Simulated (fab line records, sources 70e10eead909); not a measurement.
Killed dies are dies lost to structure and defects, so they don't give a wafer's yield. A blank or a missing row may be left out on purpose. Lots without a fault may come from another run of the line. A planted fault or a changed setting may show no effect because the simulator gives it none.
fab line records | flow nand_harc
record lots=12 wafers=36 last_day=23
route steps=1159 shown A_CHANNEL_HOLE_D1@484 A_CHANNEL_FILL_D1@495
lots that met no fault: from a run of the same line without faults
start_h: hours from the record's first day to the start of the lot's first wafer shown | wait_h: hours since the lot's step before | " the same as in the row above | L1.1+2: a row that stands for several wafers | - no value, or no start given | * or withheld: withheld | < > ~ a bound
route shown NAME@n: a module of which the file shows steps, and the number in the route of the first | usual: mean/standard deviation of fault-free wafers | same: alike in all rows | chamber/n: place in a boat | sites: the reading at each site | _std_site: their standard deviation | _edge_site: outer sites' mean less inner sites' | radius_mm: how far each site lies from the wafer's centre | mask NAME#n: copy n | behind: the tool/chamber that last shaped the wafer | hold: why the lot was held/for how many hours/how that ended | device: the transistor (n, p or np) that didn't switch | end of line: the same wafers' tests at the end of the route | a step without rows: its recipe alone | killed: dies lost to structure and defects at the first sort, not the wafer's yield | map: a wafer's dies, x killed, . not, _ none there
set.NAME: the setting as run; set.NAME@STEP: as run at that earlier step | model.NAME: the simulator's own value behind a step, which no gauge read
steps of the route over a sample of lots; a table a step, a row a wafer
services: from which hour (start_h, from the record's first day; less than 0 if before it) a tool's chamber was out of use, for how many hours, and why
## steps
# step NHARC_A_CHANNEL_HOLE_D1_STRIP_27
# recipe o2_flow_sccm=500 ar_flow_sccm=0 bias_w=0 chemistry=O2
# usual drypump_motor_current_A=5.6/0.35 oes_product_au=1.001/0.016 rf_vpp_V=57.8/0.79 showerhead_plenum_p_Torr=3.57/0.12 throttle_valve_pct=17.036/0.0087
# same bias_w=0
# columns lot.wafer tool chamber start_h wait_h drypump_motor_current_A oes_product_au rf_hours_counter_h rf_vpp_V showerhead_plenum_p_Torr throttle_valve_pct
L185.2 rie_diel-02 1 - - 6.1 0.999 2 58.8 3.47 17.033
L185.4 " 2 " " 5.7 1.001 2 57.8 3.41 17.043
L185.1 " 0 " " 5.7 0.991 2 57.9 3.70 17.034
L184.3 rie_diel-12 2 - - 5.0 1.001 10 60.0 3.76 17.034
L184.2 " 3 " " 5.4 1.036 11 57.8 3.45 17.039
L184.4 " 0 " " 5.9 1.002 9 56.5 3.46 17.046
L187.3 rie_diel-02 3 - - 4.8 0.990 4 57.0 3.48 17.032
L187.6 " 0 " " 5.8 0.995 - 57.7 3.70 17.031
L187.5 " 1 " " 6.1 0.998 - 58.3 3.47 17.027
L186.2 rie_diel-02 1 - - 6.1 1.004 3 58.7 3.47 17.042
L186.3 " 0 " " 5.7 1.008 4 58.4 3.70 17.054
L186.5 " 1 " " 6.0 1.008 - 57.0 3.47 17.038
L191.3 rie_diel-02 1 - - 6.1 1.005 4 58.3 3.47 17.035
L191.4 " 2 " " 5.6 1.014 - 57.1 3.41 17.049
L191.6 " 0 " " 5.8 1.014 - 58.9 3.70 17.038
L193.4 rie_diel-12 0 - - 5.9 0.995 1 55.8 3.46 17.033
L193.1 " 3 " " 5.4 1.016 2 57.8 3.45 17.015
L193.5 " 0 " " 5.9 0.994 - 57.2 3.46 17.033
L197.4 rie_diel-03 0 - - 5.4 0.962 4 58.9 3.67 17.040
L197.1 " 1 " " 5.6 1.011 3 57.3 3.76 17.030
L197.5 " 3 " " 5.8 0.980 - 58.5 3.64 17.050
L198.2 rie_diel-12 2 - - 4.9 1.000 4 57.8 3.76 17.049
L198.3 " 0 " " 5.9 0.989 3 57.9 3.46 17.038
L198.6 " 3 " " 5.4 1.026 - 59.2 3.45 17.031
L200.3 rie_diel-02 1 - - 6.1 0.988 9 58.7 3.47 17.048
L200.4 " 2 " " 5.6 1.001 9 57.0 3.40 17.039
L200.2 " 0 " " 5.8 0.997 9 58.0 3.70 17.029
L203.4 rie_diel-02 1 - - 6.1 0.988 9 58.6 3.47 17.036
L203.1 " 2 " " 5.7 1.025 9 58.1 3.40 17.031
L203.6 " 1 " " 6.1 0.998 - 56.7 3.47 17.029
L202.1 rie_diel-03 0 - - 5.5 0.956 6 58.2 3.67 17.036
L202.5 " 2 " " 5.9 0.992 - 58.0 3.59 17.025
L202.6 " 3 " " 5.8 0.983 - 58.3 3.64 17.042
L201.1 rie_diel-12 3 - - 5.4 1.013 5 56.4 3.45 17.043
L201.4 " 0 " " 5.9 0.995 5 58.1 3.46 17.026
L201.2 " 1 " " 5.5 1.023 5 58.8 3.54 17.026
# step NHARC_A_CHANNEL_FILL_D1_ALD_15
# recipe target_thk_a=20 pulse_time_s=60 ald_cycles=19 temp_c=630 pressure_torr=2 material=SiNx
# usual precursor_pulse_height_rel=0.999/0.02 susceptor_temp_C=629.90/0.28
# columns lot.wafer tool chamber start_h wait_h precursor_pulse_height_rel susceptor_temp_C
L184.2 ald_sin_batch-03 0 - - 0.988 -
L184.3 " 0 " " 0.977 -
L184.4 " 0 " " 1.008 -
L185.1 ald_sin_batch-03 0 - - 1.001 -
L185.2 " 0 " " 1.013 -
L185.4 " 0 " " 0.979 -
L187.3 ald_sin_batch-02 0 - - 0.998 -
L187.5 " 0 " " 0.995 -
L187.6 " 0 " " 1.003 -
L186.2 ald_sin_batch-03 0 - - 0.992 630.08
L186.3 " 0 " " 1.023 630.08
L186.5 " 0 " " 0.999 630.45
L191.3 ald_sin_batch-02 0 - - 0.982 -
L191.4 " 0 " " 1.011 -
L191.6 " 0 " " 1.007 -
L193.1 ald_sin_batch-02 0 - - 0.999 629.84
L193.4 " 0 " " 1.007 629.90
L193.5 " 0 " " 1.003 629.90
L197.1 ald_sin_batch-03 0 - - 0.995 629.65
L197.4 " 0 " " 1.012 629.73
L197.5 " 0 " " 0.962 629.62
L198.2 ald_sin_batch-02 0 - - 1.042 630.17
L198.3 " 0 " " 1.007 630.24
L198.6 " 0 " " 1.033 630.22
L200.2 ald_sin_batch-01 0 - - 0.992 -
L200.3 " 0 " " 1.049 -
L200.4 " 0 " " 0.994 -
L202.1 ald_sin_batch-02 0 - - 0.985 629.45
L202.5 " 0 " " 1.029 630.13
L202.6 " 0 " " 1.012 629.83
L203.1 ald_sin_batch-02 0 - - 0.926 630.23
L203.4 " 0 " " 1.020 630.38
L203.6 " 0 " " 0.992 630.18
L201.1 ald_sin_batch-03 0 - - 1.004 630.01
L201.2 " 0 " " 0.973 629.86
L201.4 " 0 " " 1.037 629.54
# step NHARC_A_CHANNEL_FILL_D1_ALD_25
# recipe target_thk_a=600 pulse_time_s=10 ald_cycles=600 temp_c=300 material=SiOx
# usual heater_power_w=472/49 precursor_pulse_height_rel=0.998/0.019 susceptor_temp_C=300.01/0.22
# columns lot.wafer tool chamber start_h wait_h heater_power_w precursor_pulse_height_rel susceptor_temp_C
L184.4 ald_hk-03 0 227.53 0.0 448 1.024 299.77
L184.3 " 2 228.76 1.3 542 1.006 300.29
L184.2 " 3 " " 537 0.971 299.82
L185.2 ald_hk-04 1 227.53 0.1 529 1.006 300.13
L185.4 " 2 " " 491 0.957 299.88
L185.1 " 3 " " 481 1.003 300.44
L187.3 ald_hk-03 0 239.72 0.0 439 1.003 300.14
L187.6 " 0 242.21 2.5 441 1.003 300.19
L187.5 " 1 " " 427 1.000 300.16
L186.2 ald_hk-01 2 240.34 0.7 484 0.976 300.06
L186.3 " 3 " " 460 0.980 299.62
L186.5 " 2 242.83 3.2 477 1.015 300.02
L191.4 ald_hk-03 0 255.01 0.0 441 1.023 300.43
L191.3 " 2 256.25 1.3 550 0.949 300.34
L191.6 " 0 257.49 2.5 433 0.999 300.18
L193.1 ald_hk-01 0 274.37 0.1 375 1.006 299.77
L193.4 " 1 " " 475 1.004 300.47
L193.5 " 1 277.49 3.2 473 0.994 300.35
L197.4 ald_hk-03 0 302.33 0.1 449 1.025 299.61
L197.1 " 1 " " 441 0.994 302.14
L197.5 " 0 304.77 2.5 448 1.035 299.86
L198.3 ald_hk-01 3 312.35 0.1 472 0.973 300.19
L198.2 " 0 " " 388 0.978 300.02
L198.6 " 3 314.84 2.5 460 0.986 300.11
L200.4 ald_hk-01 3 318.64 0.1 472 0.995 300.10
L200.3 " 1 319.87 1.3 459 1.007 299.80
L200.2 " 2 " " 474 0.975 299.84
L202.1 ald_hk-04 2 325.91 0.7 507 0.995 300.16
L202.6 " 1 327.74 2.5 536 0.989 300.22
L202.5 " 2 " " 497 1.007 299.94
L203.1 ald_hk-01 1 325.92 0.7 468 1.002 300.23
L203.4 " 2 " " 473 0.987 299.94
L203.6 " 1 328.40 3.2 469 0.996 300.03
L201.2 ald_hk-04 1 330.12 0.1 529 1.007 299.71
L201.4 " 3 331.36 1.3 494 0.988 299.95
L201.1 " 0 " " 451 0.967 300.09
# step NHARC_A_CHANNEL_FILL_D1_ETCHBACK_08
# recipe target_depth_a=2200 time_s=110 c4f8_flow_sccm=20 ar_flow_sccm=withheld rf_w=600 bias_w=300 chemistry=C4F8
# usual oes_product_au=0.96/0.04 rf_vpp_V=440.9/2.5
# columns lot.wafer tool chamber start_h wait_h oes_product_au rf_hours_counter_h rf_vpp_V
L184.3 rie_diel-10 0 - - 0.92 1 437.8
L184.4 " 1 " " 0.93 1 439.1
L184.2 " 3 " " 0.92 1 444.5
L185.1 rie_diel-11 3 - - 0.99 6 438.7
L185.2 " 0 " " 1.01 6 436.8
L185.4 " 1 " " 1.00 6 440.9
L187.3 rie_diel-09 3 - - 0.91 5 439.1
L187.5 " 1 " " 0.93 - 440.6
L187.6 " 2 " " 0.91 - 444.7
L186.3 rie_diel-10 2 - - 0.91 1 441.9
L186.2 " 1 " " 0.92 1 441.7
L186.5 " 2 " " 0.91 - 443.0
L191.4 rie_diel-10 0 - - 0.98 2 438.4
L191.3 " 3 " " 0.97 2 445.8
L191.6 " 0 " " 0.99 - 440.1
L193.1 rie_diel-11 1 - - 0.94 14 440.1
L193.4 " 3 " " 0.93 15 438.5
L193.5 " 1 " " 0.94 - 439.8
L197.1 rie_diel-11 0 - - 1.02 18 434.6
L197.4 " 2 " " 1.00 18 439.4
L197.5 " 0 " " 1.02 - 437.6
L198.2 rie_diel-09 2 - - 1.00 2 444.6
L198.3 " 3 " " 1.01 2 439.5
L198.6 " 2 " " 1.01 - 446.0
L200.3 rie_diel-10 1 - - 0.93 3 442.2
L200.4 " 2 " " 0.91 3 443.2
L200.2 " 3 " " 0.92 3 443.0
L202.1 rie_diel-10 3 - - 0.91 4 443.5
L202.5 " 2 " " 0.91 - 442.7
L202.6 " 3 " " 0.91 - 443.7
L203.4 rie_diel-09 1 - - 0.98 2 440.9
L203.1 " 3 " " 1.01 2 439.1
L203.6 " 2 " " 1.01 - 445.0
L201.4 rie_diel-09 2 - - 0.92 3 444.2
L201.1 " 3 " " 0.94 3 439.3
L201.2 " 0 " " 0.91 3 439.9
## services
# columns tool chamber start_h hours kind
rie_diel-10 0 172.52 5.4 repair
rie_diel-02 3 175.92 1.8 repair
rie_diel-10 - 176.50 9.0 pm
ald_hk-03 - 176.85 2.8 repair
rie_diel-11 - 185.61 0.6 repair
ald_hk-04 - 186.14 10.0 pm
rie_diel-11 - 189.50 9.0 pm
rie_diel-12 - 202.40 9.0 pm
rie_diel-02 3 217.44 7.6 repair
ald_hk-01 - 228.00 10.0 pm
rie_diel-12 - 235.82 0.7 repair
rie_diel-09 - 254.14 9.0 pm
rie_diel-10 - 255.64 0.8 repair
rie_diel-02 2 255.79 5.9 repair
ald_hk-04 - 263.86 1.6 repair
rie_diel-02 2 294.46 21.2 repair
rie_diel-02 0 294.94 89.7 repair
rie_diel-09 3 305.04 6.0 repair
ald_sin_batch-03 - 314.00 26.0 pm
rie_diel-10 1 315.47 6.1 repair
rie_diel-02 2 324.44 2.0 repair
rie_diel-12 - 326.18 0.2 repair
rie_diel-12 1 326.81 5.3 repair
rie_diel-02 - 327.97 9.0 pm
## key
first_sign step=NHARC_A_CHANNEL_FILL_D1_ALD_25 reading=susceptor_temp_C direction=up sigmas=9.7 usual=* struck=*
effect none on later readings
met_at NHARC_A_CHANNEL_FILL_D1_ALD_25
struck_lots L197
struck_wafers L197.1
tester_left_out L197
not_acting_at NHARC_A_CHANNEL_HOLE_D1_STRIP_27,NHARC_A_CHANNEL_FILL_D1_ALD_15,NHARC_A_CHANNEL_FILL_D1_ETCHBACK_08
onset_between 239.72 302.33
fault kind=process_parameter_drift tool=ald_hk-03 chamber=1 onset_h=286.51 steps=NHARC_A_CHANNEL_FILL_D1_ALD_25 channel=temp_c offset=* shape=step end_h=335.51 acts_in=* stated=*
# tester_left_out: of these lots the tester's yield and bins aren't shown, on N5 and GAA mostly nor the transistor test; their killed dies are dies lost to structure and defects alone, not to doping, threshold or leakage, so they don't give the yield
